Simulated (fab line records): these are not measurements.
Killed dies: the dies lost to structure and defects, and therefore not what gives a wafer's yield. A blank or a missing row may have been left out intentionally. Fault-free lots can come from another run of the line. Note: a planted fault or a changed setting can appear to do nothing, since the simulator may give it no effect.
Chamber matching    flow nand-harc    4 sister chambers for NHARC_A_DECK1_JOINT_CMP_02 on cmp-04
The step polishes SiOx. 4 wafers are shown with their chamber, then 12 later ones without.

## WAFERS PAIRED WITH THEIR CHAMBERS
wafer   chamber  motor-current-A (A)
L085.4  3        11.2
L088.5  2        10.0
L090.1  1        11.0
L090.5  0        9.8

## WAFERS WITH NO CHAMBER GIVEN
wafer   motor-current-A (A)
L091.2  9.6
L091.4  12.1
L091.5  11.8
L093.1  9.7
L093.4  11.7
L093.6  9.8
L095.2  11.8
L095.4  11.9
L095.6  11.6
L096.2  9.7
L096.4  11.7
L096.6  10.3

## EACH ONE'S CHAMBER
wafer   from the rows above                in truth
L091.2  can't be placed: 0 or 2            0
L091.4  can't be placed: 3 or 1            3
L091.5  can't be placed: 3 or 1            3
L093.1  can't be placed: 0 or 2            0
L093.4  can't be placed: 3 or 1            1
L093.6  can't be placed: 0 or 2            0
L095.2  can't be placed: 3 or 1            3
L095.4  can't be placed: 3 or 1            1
L095.6  can't be placed: 3 or 1            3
L096.2  can't be placed: 0 or 2            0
L096.4  can't be placed: 3 or 1            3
L096.6  can't be placed: 2 or 0 or 1 or 3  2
Placed correctly: 0 of 12. From these rows, 12 cannot be placed; in 12 the true chamber is one of the candidates. 0 placed wrongly.
How it was worked out, from the rows above alone: a wafer's distance from a chamber is the root of the sum, over the readings, of the square of ((its reading less the chamber's mean) divided by the reading's scatter). If the next closest chamber is less than 2 further off than the closest, the wafer can't be placed; otherwise it belongs to the closest. The mean given for a chamber averages the wafers shown for that chamber. The scatter: root of mean squared gap, hidden wafer to nearest shown wafer, with one shown wafer a chamber.
